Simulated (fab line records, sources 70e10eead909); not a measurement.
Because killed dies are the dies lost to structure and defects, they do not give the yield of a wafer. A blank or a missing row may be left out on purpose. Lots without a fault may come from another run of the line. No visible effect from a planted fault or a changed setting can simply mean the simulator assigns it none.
A lot that was struck, set against a sound lot + flow nand harc + 14 out of 1302 route steps
Sound: these wafers, L466.1, L466.5, L466.6. Struck: wafer L471.4. (L471.5 of the same lot was not struck and is left out.) The cause comes at the end.
Order at every step that has rows: each side's tool, ch and its chambers, its first start. Under that, the readings that differ: sound wafers + struck wafers + difference of the means + sigmas: that difference in standard deviations of wafers without a fault.
alike: words and numbers the same on both sides, and readings whose means are apart by under 2 such deviations; not compared: readings that were withheld, readings missing a value for some wafer, numbers with overlapping values and no deviation given by the record, and bounds like >300 which may hide the same value.
Wherever a step has rows on one side only, a row that says differs or no value, or a row with sigmas, the two part there. Numbers that don't overlap but have no deviation are shown without sigmas and don't part them. Lack of a reading on every wafer of one side parts them only where that side has two or more wafers.

NHARC_A_SOURCE_PLATE_THK_MEAS_09: measures by ellipsometry.
  sound on film metro-01, day 12 03:23; struck on film metro-01, day 14 20:16
  alike: thk nm
then, 3 steps without rows for these wafers: NHARC_A_SOURCE_PLATE_PVD_04 (deposits WSi2, target thk 50 nm); NHARC_A_SOURCE_PLATE_CVD_03 (deposits poly-Si, target thk 200 nm, time 4000 s); NHARC_A_SOURCE_PLATE_ANNEAL_05 (time 1800 s).
NHARC_A_SOURCE_PLATE_THK_MEAS_06: measures by ellipsometry.
  sound on film metro-02, day 12 16:40; struck on film metro-01, day 15 11:12
  alike: thk nm
NHARC_A_SOURCE_PLATE_INSPECT_08:
  sound on defect inspect-02, day 12 16:43; struck on defect inspect-01, day 15 11:16
  alike: raw defect count
next comes 1 step that has no rows for these wafers: NHARC_A_ONON_D1_DEP_00 (target thickness 1000 nm).
NHARC_A_ONON_D1_THK_MEAS_02: measures by ellipsometry.
  sound on film metro-01, day 12 17:18; struck on film metro-01, day 15 11:50
  alike: thk nm
next comes 1 step that has no rows for these wafers: NHARC_A_ONON_D1_DEP_03 (target thickness 1000 nm).
NHARC_A_ONON_D1_THK_MEAS_05: measures by ellipsometry.
  sound on film metro-02, day 12 17:52; struck on film metro-01, day 15 12:24
  alike: thk nm
NHARC_A_ONON_D1_DEP_06: target thk 1000 nm.
  sound on pecvd onon-04 ch 0, day 12 17:55; struck on pecvd onon-04 ch 0, day 15 12:38
NHARC_A_ONON_D1_THK_MEAS_08: measures by ellipsometry.
  sound on film metro-01, day 12 18:26; struck on film metro-01, day 15 12:59
| reading     | sound         | struck | difference | sigmas |
|-------------|---------------|--------|------------|--------|
| thk nm (nm) | 1001 1000 999 | 1138   | +138       | +14    |
then, 2 steps without rows for these wafers: NHARC_A_ONON_D1_DEP_09 (target thk 1000 nm); NHARC_END_SORT_01.

== WHERE THEY PART ==
NHARC_A_ONON_D1_THK_MEAS_08 only, going by this record.

WHY: what the simulator had put in
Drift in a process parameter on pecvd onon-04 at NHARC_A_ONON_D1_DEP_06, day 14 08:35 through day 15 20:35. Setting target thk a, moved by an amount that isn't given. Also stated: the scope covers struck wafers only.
